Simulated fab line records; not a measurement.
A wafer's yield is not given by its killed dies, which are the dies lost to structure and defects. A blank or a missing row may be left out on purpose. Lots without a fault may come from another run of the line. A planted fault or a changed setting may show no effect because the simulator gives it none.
fab line records	flow nandHarc
record: lots: 6	wafers: 18	lastDay: 30
route steps=1302 shown A_STAIRCASE@726 END@1302
lots that met no fault: from a run of the same line without faults
startH: hours from the record's first day to the start of the lot's first wafer shown	waitH: how many hours have passed since the lot's step before this one	" identical to the entry in the row above	L1.1+2: a single row standing in for several wafers	- no value, or no start given	* or withheld: withheld	< > ~ a bound
route shown NAME@n: names a module that has steps shown in the file, with the first one's number in the route	usual: the fault-free wafers' mean and standard deviation	same: alike in all rows	chamber/n: place in a boat	sites: the reading at each site	_std_site: standard deviation across them	_edge_site: inner sites' mean taken away from outer sites' mean	radiusMm: for every site, how far away it sits from the centre of the wafer	mask NAME#n: copy n	behind: the last tool/chamber to shape the wafer	hold: cause of the lot's hold/its duration in hours/its outcome	device: which transistor (n, p or np) failed to switch	end of line: tests run on the same wafers once the route is complete	a step given without rows: its recipe and nothing more	killed: dies lost to structure and defects at the first sort, not the wafer's yield	map: dies across one wafer; x = killed, . = not, _ = none there
set.NAME: the setting that was run; set.NAME@STEP: the one run at that earlier step	model.NAME: the simulator's own value behind a step, which no gauge read
lots at selected steps of the route; one table per step, one row per wafer
services: from which hour (startH, from the record's first day; less than 0 if before it) a tool's chamber was out of use, for how many hours, and why
== steps ==
step: NHARC_A_STAIRCASE_SOFTBAKE_212
recipe: tempC: 135	timeS: 170
step: NHARC_A_STAIRCASE_EBR_213
step: NHARC_A_STAIRCASE_EXPOSE_214
recipe: na: 0.5	doseMj: 31.26	maskId: STAIR_3
step: NHARC_A_STAIRCASE_PEB_215
recipe: pebTempC: 115	pebTimeS: 130
step: NHARC_A_STAIRCASE_DEVELOP_216
recipe: timeS: 140
step: NHARC_A_STAIRCASE_HARDBAKE_218
recipe: tempC: 120	timeS: 140
step: NHARC_A_STAIRCASE_DESCUM_219
recipe: timeS: 3	o2FlowSccm: 200	arFlowSccm: 0	biasPowerW: 0	chemistry: O2
usual: drypumpMotorCurrentA: 5.7/0.56	oesProductAu: 1.002/0.012	rfVppV: 57.5/0.87	showerheadPlenumPTorr: 1.86/0.068	throttleValvePct: 11.312/0.0087
same: biasPowerW: 0
lot.wafer	tool	chamber	startH	waitH	drypumpMotorCurrentA	oesProductAu	rfHoursCounterH	rfVppV	showerheadPlenumPTorr	throttleValvePct
L912.1	rieDiel-09	3	367.36	-	6.6	1.010	13	58.9	1.99	11.300
L912.4	"	1	"	"	5.5	1.009	-	58.2	2.00	11.314
L912.6	"	3	"	"	6.6	1.006	-	58.0	1.99	11.313
L915.3	rieDiel-02	1	409.24	-	6.0	0.975	5	56.6	1.80	11.309
L915.1	"	0	"	"	5.5	1.005	5	57.8	1.78	11.308
L915.6	"	1	"	"	6.0	0.969	-	55.8	1.80	11.311
L916.1	rieDiel-02	2	416.02	-	4.7	0.981	5	57.8	1.87	11.311
L916.3	"	3	"	"	6.0	1.008	5	57.4	1.82	11.322
L916.6	"	2	"	"	4.7	0.999	-	57.1	1.87	11.313
L918.1	rieDiel-12	2	436.49	-	5.9	1.026	50	56.9	1.88	11.321
L918.3	"	3	"	"	5.3	1.003	53	56.7	1.88	11.311
L918.2	"	0	"	"	6.7	1.005	57	57.6	1.79	11.313
L925.2	rieDiel-12	3	513.29	-	5.3	1.007	22	58.2	1.87	11.307
L925.6	"	2	"	"	5.8	1.008	-	58.2	1.87	11.316
L925.5	"	3	"	"	5.3	1.008	-	57.0	1.87	11.300
L926.4	rieDiel-12	1	516.26	-	6.1	0.994	22	55.6	1.85	11.312
L926.6	"	2	"	"	5.8	1.014	-	58.4	1.87	11.318
L926.5	"	3	"	"	5.3	1.012	-	55.8	1.87	11.313
step: NHARC_A_STAIRCASE_TRIM_220
recipe: timeS: 211.2	o2FlowSccm: 500	arFlowSccm: 0	biasW: 0	chemistry: O2
step: NHARC_A_STAIRCASE_ETCH_221
recipe: targetDepthA: 1000	timeS: 40.5	ionEnergyEv: 400	c4f8FlowSccm: 20	o2FlowSccm: 10	arFlowSccm: withheld	rfW: 600	biasW: 1000	chemistry: C4F8/O2
step: NHARC_A_STAIRCASE_TRIM_222
recipe: timeS: 211.2	o2FlowSccm: 500	arFlowSccm: 0	biasW: 0	chemistry: O2
usual: drypumpMotorCurrentA: 5.8/0.56	oesProductAu: 1.001/0.012	rfVppV: 57.4/0.9	showerheadPlenumPTorr: 3.44/0.12	throttleValvePct: 17.035/0.0095
lot.wafer	tool	chamber	startH	waitH	drypumpMotorCurrentA	oesProductAu	rfHoursCounterH	rfVppV	showerheadPlenumPTorr	throttleValvePct
L912.1	rieDiel-09	1	-	-	5.6	1.012	7	57.6	3.68	17.022
L912.4	"	3	"	"	6.6	1.003	-	57.7	3.66	17.032
L912.6	"	1	"	"	5.6	0.992	-	58.0	3.68	17.028
L915.3	rieDiel-02	0	-	-	5.6	1.004	5	55.2	3.29	17.034
L915.1	"	3	"	"	6.0	1.011	3	57.1	3.37	17.027
L915.6	"	0	"	"	5.6	0.999	-	56.8	3.29	17.048
L916.3	rieDiel-02	3	-	-	6.1	1.009	5	56.3	3.37	17.038
L916.1	"	0	"	"	5.6	1.012	7	57.2	3.29	17.038
L916.6	"	2	"	"	4.7	0.988	-	58.4	3.46	17.033
L918.1	rieDiel-12	1	-	-	6.1	1.007	49	56.8	3.44	17.026
L918.3	"	2	"	"	5.9	1.029	50	56.8	3.46	17.033
L918.2	"	3	"	"	5.4	0.998	53	56.4	3.47	17.061
L925.2	rieDiel-12	3	-	-	5.4	1.014	22	56.9	3.45	17.035
L925.5	"	3	"	"	5.4	0.995	-	56.9	3.45	17.027
L925.6	"	0	"	"	6.7	1.005	-	57.1	3.30	17.037
L926.4	rieDiel-12	1	-	-	6.2	0.984	22	57.1	3.43	17.042
L926.6	"	2	"	"	5.8	1.015	-	58.1	3.45	17.016
L926.5	"	3	"	"	5.4	1.013	-	57.9	3.45	17.039
step: NHARC_A_STAIRCASE_ETCH_223
recipe: targetDepthA: 1000	timeS: 40.5	ionEnergyEv: 400	c4f8FlowSccm: 20	o2FlowSccm: 10	arFlowSccm: withheld	rfW: 600	biasW: 1000	chemistry: C4F8/O2
step: NHARC_A_STAIRCASE_TRIM_224
recipe: timeS: 211.2	o2FlowSccm: 500	arFlowSccm: 0	biasW: 0	chemistry: O2
usual: drypumpMotorCurrentA: 5.8/0.53	oesProductAu: 1.002/0.012	rfVppV: 57.5/0.82	showerheadPlenumPTorr: 3.43/0.12	throttleValvePct: 17.034/0.0089
lot.wafer	tool	chamber	startH	waitH	drypumpMotorCurrentA	oesProductAu	rfHoursCounterH	rfVppV	showerheadPlenumPTorr	throttleValvePct
L912.1	rieDiel-09	1	368.11	-	5.6	0.996	7	59.5	3.68	17.026
L912.4	"	1	"	"	5.6	0.997	-	57.8	3.68	17.025
L912.6	"	1	"	"	5.6	0.994	-	58.7	3.68	17.029
L915.3	rieDiel-02	3	410.10	-	6.1	1.003	3	57.8	3.37	17.037
L915.1	"	1	"	"	6.0	0.983	5	56.9	3.34	17.053
L915.6	"	0	"	"	5.6	1.005	-	57.4	3.29	17.045
L916.3	rieDiel-02	0	416.71	-	5.6	0.996	7	56.5	3.29	17.038
L916.1	"	2	"	"	4.8	0.993	5	59.1	3.46	17.040
L916.6	"	0	"	"	5.6	1.006	-	57.7	3.29	17.035
L918.2	rieDiel-12	1	437.03	-	6.1	1.009	49	56.9	3.44	17.033
L918.1	"	2	"	"	5.9	1.021	50	57.4	3.46	17.041
L918.3	"	0	"	"	6.8	0.998	57	57.1	3.32	17.052
L925.2	rieDiel-12	2	513.87	-	5.8	1.009	21	58.3	3.45	17.040
L925.5	"	3	"	"	5.3	1.011	-	57.4	3.45	17.033
L925.6	"	0	"	"	6.7	1.009	-	56.6	3.30	17.037
L926.4	rieDiel-12	2	516.80	-	5.9	1.007	22	57.2	3.45	17.025
L926.6	"	1	"	"	6.2	0.995	-	59.0	3.43	17.029
L926.5	"	2	"	"	5.9	1.017	-	56.9	3.45	17.033
step: NHARC_A_STAIRCASE_ETCH_225
recipe: targetDepthA: 1000	timeS: 40.5	ionEnergyEv: 400	c4f8FlowSccm: 20	o2FlowSccm: 10	arFlowSccm: withheld	rfW: 600	biasW: 1000	chemistry: C4F8/O2
usual: oesProductAu: 0.944/0.013	rfVppV: 893/4.6
lot.wafer	tool	chamber	startH	waitH	oesProductAu	rfHoursCounterH	rfVppV
L912.1	rieDiel-09	3	-	-	0.936	14	901
L912.4	"	3	"	"	0.943	-	901
L912.6	"	3	"	"	0.945	-	901
L915.1	rieDiel-02	3	-	-	0.944	3	891
L915.3	"	0	"	"	0.927	5	888
L915.6	"	1	"	"	0.903	-	890
L916.3	rieDiel-02	0	-	-	0.952	7	887
L916.1	"	1	"	"	0.929	7	889
L916.6	"	1	"	"	0.931	-	890
L918.2	rieDiel-12	1	-	-	0.963	49	893
L918.3	"	3	"	"	0.956	53	895
L918.1	"	0	"	"	0.962	57	887
L925.2	rieDiel-12	1	-	-	0.942	21	893
L925.6	"	0	"	"	0.948	-	887
L925.5	"	1	"	"	0.951	-	891
L926.4	rieDiel-12	0	-	-	0.966	24	888
L926.5	"	1	"	"	0.942	-	892
L926.6	"	2	"	"	0.944	-	892
step: NHARC_A_STAIRCASE_TRIM_226
recipe: timeS: 211.2	o2FlowSccm: 500	arFlowSccm: 0	biasW: 0	chemistry: O2
usual: drypumpMotorCurrentA: 5.8/0.54	oesProductAu: 1.000/0.012	rfVppV: 57.4/0.96	showerheadPlenumPTorr: 3.43/0.12	throttleValvePct: 17.036/0.0092
lot.wafer	tool	chamber	startH	waitH	drypumpMotorCurrentA	oesProductAu	rfHoursCounterH	rfVppV	showerheadPlenumPTorr	throttleValvePct
L912.1	rieDiel-09	3	-	-	6.6	0.996	14	58.0	3.66	17.042
L912.4	"	3	"	"	6.7	0.992	-	58.5	3.66	17.032
L912.6	"	3	"	"	6.6	0.998	-	58.2	3.66	17.036
L915.3	rieDiel-02	2	-	-	4.8	0.981	3	57.7	3.46	17.036
L915.1	"	3	"	"	6.1	1.003	3	57.9	3.37	17.030
L915.6	"	0	"	"	5.6	1.010	-	57.3	3.29	17.014
L916.1	rieDiel-02	0	-	-	5.6	1.011	7	57.5	3.29	17.036
L916.3	"	3	"	"	6.1	1.004	5	55.4	3.37	17.030
L916.6	"	1	"	"	6.1	0.977	-	55.6	3.34	17.036
L918.3	rieDiel-12	0	-	-	6.8	1.005	57	57.6	3.32	17.023
L918.1	"	1	"	"	6.2	1.024	49	57.7	3.44	17.010
L918.2	"	2	"	"	5.9	1.019	50	55.8	3.46	17.036
L925.2	rieDiel-12	3	-	-	5.3	1.008	23	59.6	3.45	17.027
L925.6	"	3	"	"	5.3	1.024	-	57.9	3.45	17.046
L925.5	"	0	"	"	6.7	1.007	-	56.7	3.30	17.029
L926.4	rieDiel-12	0	-	-	6.7	1.005	24	56.9	3.30	17.050
L926.6	"	3	"	"	5.4	1.010	-	59.2	3.45	17.039
L926.5	"	0	"	"	6.7	1.008	-	57.2	3.30	17.034
step: NHARC_A_STAIRCASE_ETCH_227
recipe: targetDepthA: 1000	timeS: 40.5	ionEnergyEv: 400	c4f8FlowSccm: 20	o2FlowSccm: 10	arFlowSccm: withheld	rfW: 600	biasW: 1000	chemistry: C4F8/O2
step: NHARC_A_STAIRCASE_TRIM_229
recipe: timeS: 211.2	o2FlowSccm: 500	arFlowSccm: 0	biasW: 0	chemistry: O2
step: NHARC_A_STAIRCASE_ETCH_230
recipe: targetDepthA: 1000	timeS: 40.5	ionEnergyEv: 400	c4f8FlowSccm: 20	o2FlowSccm: 10	arFlowSccm: withheld	rfW: 600	biasW: 1000	chemistry: C4F8/O2
step: NHARC_A_STAIRCASE_TRIM_231
recipe: timeS: 211.2	o2FlowSccm: 500	arFlowSccm: 0	biasW: 0	chemistry: O2
step: NHARC_A_STAIRCASE_ETCH_232
recipe: targetDepthA: 1000	timeS: 40.5	ionEnergyEv: 400	c4f8FlowSccm: 20	o2FlowSccm: 10	arFlowSccm: withheld	rfW: 600	biasW: 1000	chemistry: C4F8/O2
usual: oesProductAu: 0.948/0.013	rfVppV: 893/4.3
lot.wafer	tool	chamber	startH	waitH	oesProductAu	rfHoursCounterH	rfVppV
L912.1	rieDiel-09	2	-	-	0.950	11	898
L912.4	"	0	"	"	0.929	15	896
L912.6	"	1	"	"	0.939	-	901
L915.1	rieDiel-09	1	-	-	0.961	23	901
L915.3	"	2	"	"	0.940	27	900
L915.6	"	2	"	"	0.955	-	897
L916.1	rieDiel-12	3	-	-	0.942	48	893
L916.3	"	0	"	"	0.936	52	890
L916.6	"	2	"	"	0.954	-	894
L918.1	rieDiel-12	3	-	-	0.950	54	894
L918.2	"	0	"	"	0.954	57	886
L918.3	"	2	"	"	0.970	51	894
L925.2	rieDiel-12	2	-	-	0.945	21	893
L925.6	"	3	"	"	0.956	-	893
L925.5	"	0	"	"	0.956	-	886
L926.4	rieDiel-12	2	-	-	0.958	22	892
L926.5	"	3	"	"	0.946	-	893
L926.6	"	0	"	"	0.943	-	887
step: NHARC_A_STAIRCASE_TRIM_233
recipe: timeS: 211.2	o2FlowSccm: 500	arFlowSccm: 0	biasW: 0	chemistry: O2
step: NHARC_A_STAIRCASE_ETCH_234
recipe: targetDepthA: 1000	timeS: 40.5	ionEnergyEv: 400	c4f8FlowSccm: 20	o2FlowSccm: 10	arFlowSccm: withheld	rfW: 600	biasW: 1000	chemistry: C4F8/O2
step: NHARC_A_STAIRCASE_TRIM_235
recipe: timeS: 211.2	o2FlowSccm: 500	arFlowSccm: 0	biasW: 0	chemistry: O2
step: NHARC_A_STAIRCASE_ETCH_236
recipe: targetDepthA: 1000	timeS: 40.5	ionEnergyEv: 400	c4f8FlowSccm: 20	o2FlowSccm: 10	arFlowSccm: withheld	rfW: 600	biasW: 1000	chemistry: C4F8/O2
step: NHARC_A_STAIRCASE_STRIP_238
recipe: powerW: 1500	tempC: 250	chemistry: O2
step: NHARC_A_STAIRCASE_STRIP_239
recipe: timeS: 900	tempC: 130	chemistry: SPM
step: NHARC_A_STAIRCASE_PRECLEAN_240
recipe: timeS: *	tempC: 50	bathAgeMin: 0	chemistry: SC1
step: NHARC_A_STAIRCASE_SRD_241
step: NHARC_A_STAIRCASE_DEHYDRATE_242
recipe: tempC: 150	timeS: 120
step: NHARC_A_STAIRCASE_HMDS_243
recipe: timeS: 30
step: NHARC_A_STAIRCASE_COAT_244
recipe: spinRpm: 1200
step: NHARC_A_STAIRCASE_SOFTBAKE_245
recipe: tempC: 135	timeS: 170
step: NHARC_A_STAIRCASE_EBR_246
step: NHARC_A_STAIRCASE_EXPOSE_247
recipe: na: 0.5	doseMj: 25.34	maskId: SDS_1
step: NHARC_A_STAIRCASE_PEB_248
recipe: pebTempC: 115	pebTimeS: 130
step: NHARC_A_STAIRCASE_DEVELOP_249
recipe: timeS: 140
step: NHARC_A_STAIRCASE_HARDBAKE_251
recipe: tempC: 120	timeS: 140
step: NHARC_A_STAIRCASE_DESCUM_252
recipe: timeS: 3	o2FlowSccm: 200	arFlowSccm: 0	biasPowerW: 0	chemistry: O2
step: NHARC_A_STAIRCASE_ETCH_253
recipe: targetDepthA: 500	timeS: 20.2	ionEnergyEv: 400	c4f8FlowSccm: 20	o2FlowSccm: 10	arFlowSccm: withheld	rfW: 600	biasW: 1000	chemistry: C4F8/O2
step: NHARC_END_SORT_01
recipe: tempC: 25
usual: killedAtArray: 59/21	killedAtOther: 1.0/1.1	killedAtPeriphery: 4.0/2.6	killedDies: 64/21	killedOpen: 3.2/1.7	killedShort: 2.5/1.5
same: grossDies: 677
lot.wafer	tool	chamber	startH	waitH	killedAtArray	killedAtOther	killedAtPeriphery	killedDies	killedOpen	killedShort
L925.2	prober-01	0	713.67	2.8	155	1	2	158	3	0
L925.5	prober-01	0	716.10	3.7	136	0	4	140	4	4
L925.6	prober-01	0	716.91	4.1	97	0	1	98	1	2
L926.4	prober-02	0	715.99	3.4	160	2	4	166	1	4
L926.5	prober-02	0	716.80	3.7	152	4	0	156	5	2
L926.6	prober-02	0	717.61	4.1	162	1	4	167	3	2
killed by level:class
L925.2 A_STAIRCASE:unspecified=98 A_CHANNEL_HOLE_D1:chamberFilmFlake=32 A_CONTACT:chamberFilmFlake=11 A_SLIT:chamberFilmFlake=3 A_CONTACT:geometricParticle:open=2 P_ZERO_WELL:chamberFilmFlake=2 A_ZERO_WELL:chamberFilmFlake=2 A_CHANNEL_HOLE_D2:chamberFilmFlake=2
L926.4 A_STAIRCASE:unspecified=99 A_SLIT:chamberFilmFlake=25 A_CHANNEL_HOLE_D2:chamberFilmFlake=25 A_CHANNEL_HOLE_D1:chamberFilmFlake=3 A_CHANNEL_FILL_D1:geometricParticle:short=2 P_GATE:chamberFilmFlake=2 A_STAIRCASE:chamberFilmFlake=2 A_CHANNEL_HOLE_D2:geometricParticle:short=1
L925.5 A_STAIRCASE:unspecified=70 A_CHANNEL_HOLE_D1:chamberFilmFlake=34 A_CHANNEL_HOLE_D2:chamberFilmFlake=7 A_STAIRCASE:chamberFilmFlake=6 A_CONTACT:chamberFilmFlake=4 A_WL_FILL:chamberFilmFlake=3 A_CHANNEL_HOLE_D2:geometricParticle:short=2 P_ZERO_WELL:chamberFilmFlake=2
L926.5 A_STAIRCASE:unspecified=101 A_SLIT:chamberFilmFlake=18 A_CHANNEL_HOLE_D1:chamberFilmFlake=11 A_CHANNEL_HOLE_D2:chamberFilmFlake=11 A_M0:geometricParticle:open=2 A_CHANNEL_FILL_D1:chamberFilmFlake=2 A_CONTACT:chamberFilmFlake=2 THIN_TSV:chamberFilmFlake=2
L925.6 A_STAIRCASE:unspecified=48 A_CHANNEL_HOLE_D1:chamberFilmFlake=26 A_CONTACT:chamberFilmFlake=7 A_SLIT:chamberFilmFlake=5 A_WL_FILL:chamberFilmFlake=3 A_CHANNEL_HOLE_D2:chamberFilmFlake=2 P_M1:geometricParticle:short=1 A_SOURCE_PLATE:geometricParticle:short=1
L926.6 A_STAIRCASE:unspecified=98 A_SLIT:chamberFilmFlake=21 A_CHANNEL_HOLE_D1:chamberFilmFlake=16 A_CHANNEL_HOLE_D2:chamberFilmFlake=15 A_STAIRCASE:chamberFilmFlake=6 A_CHANNEL_FILL_D2:geometricParticle:short=2 A_CONTACT:chamberFilmFlake=2 P_CONTACT:geometricParticle:open=1
map L925.2 (x killed, . not)
____________.____________
_________......._________
_______........xxx_______
______.........x.x.______
_____........x.xxxxx_____
____.........x.xxxx..____
____............xxx..____
___x...x.......xxxx.x.___
___x.xx.....xx.x.xxx..___
__xxxxxxx......xx.x....__
__xxxxxxx.............x__
_.xxxxxxxx...xx..x..x..._
_xxxxxxxxx.............._
_.xxxxxxxxx............._
_xxxxxxxxx.............._
_xxxxxxxxx.............._
xxxxxxxxxx...............
x.xxxxxxxx.............x.
.xxxxxxxxx...............
...xxxxx.x...............
.....x.xx................
_....x.................._
_.......x..............._
_..........x............_
_............x.........._
_..........xx..........._
__....x....x.x.........__
__.....................__
___xx.................___
___...................___
____..x.......x......____
____x................____
_____............x.._____
______..........x..______
_______..x.....x.x_______
_________......._________
____________.____________
map L926.6 (x killed, . not)
____________.____________
_________......._________
_______..........._______
______.............______
_____..............._____
____............x....____
____..........x......____
___......x..x......x..___
___......x.x..........___
__........x............__
__......xx.............__
_.......xx.x.x.........._
_.......x..............._
_.....xxxxx.x..........._
_...xxxxx.x............._
_...xxxxxxx............._
..xxxxxxxxxx.............
...xxxxxxxx.x............
...xxxxxxxxx.............
.xxxxxxxxxxx....xxx...x..
..xxxxxxxxxxx.xxx.x......
_...xxxxxxx......xxx...._
_.xxxxxxxxxx..x.xxx.x..._
_..xxxxxxxx.....xxxx...._
_...xxxxxx....xxxxx....._
_...xxxxxx......xx......_
__....x........xxxx.x..__
__....x.........xxx....__
___x............x.....___
___...x..x............___
____.................____
____........x........____
_____.....x........._____
______.......x....x______
_______..........._______
_________x......_________
____________.____________
== services ==
tool	chamber	startH	hours	kind
rieDiel-09	-	351.97	4.2	repair
rieDiel-12	0	358.41	-	clean
rieDiel-12	1	358.41	-	clean
rieDiel-12	2	358.41	-	clean
rieDiel-12	3	358.41	-	clean
rieDiel-12	0	383.02	-	clean
rieDiel-12	1	383.02	-	clean
rieDiel-12	2	383.02	-	clean
rieDiel-12	3	383.02	-	clean
rieDiel-02	-	394.09	9.0	pm
rieDiel-12	3	397.22	12.4	repair
rieDiel-12	0	407.55	-	clean
rieDiel-12	1	407.55	-	clean
rieDiel-12	2	407.55	-	clean
rieDiel-09	2	427.47	7.2	repair
rieDiel-12	0	432.05	-	clean
rieDiel-12	1	432.05	-	clean
rieDiel-12	2	432.05	-	clean
rieDiel-12	3	432.05	-	clean
rieDiel-12	-	449.16	9.0	pm
rieDiel-12	0	449.16	9.0	ventCycle
rieDiel-12	1	449.16	9.0	ventCycle
rieDiel-12	2	449.16	9.0	ventCycle
rieDiel-09	-	497.19	9.0	pm
== key ==
firstSign: step: NHARC_END_SORT_01	reading: killedAtArray	direction: up	sigmas: 4	usual: 59	struck: 144	wafersMoved: 5
effect: step: NHARC_END_SORT_01	reading: killedDies	direction: up	sigmas: 3.9	usual: 64	struck: 148	wafersMoved: 5
moreKillsBornAt: NHARC_A_STAIRCASE_TRIM_224@rieDiel-12: 513
metAt NHARC_A_STAIRCASE_TRIM_224
struckWafers L925.2,L925.5,L925.6,L926.4,L926.5,L926.6
testerLeftOut L925,L926
onsetBetween 437.03 513.87
alsoFits time
fault: kind: chamberParticleSource	tool: rieDiel-12	chamber: -	onsetH: 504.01	steps: NHARC_A_STAIRCASE_TRIM_224	ratePerVisitCm2: 1.9222	endH: 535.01
testerLeftOut: of these lots the tester's yield and bins aren't shown, on N5 and GAA mostly nor the transistor test; their killed dies are dies lost to structure and defects alone, not to doping, threshold or leakage, so they don't give the yield
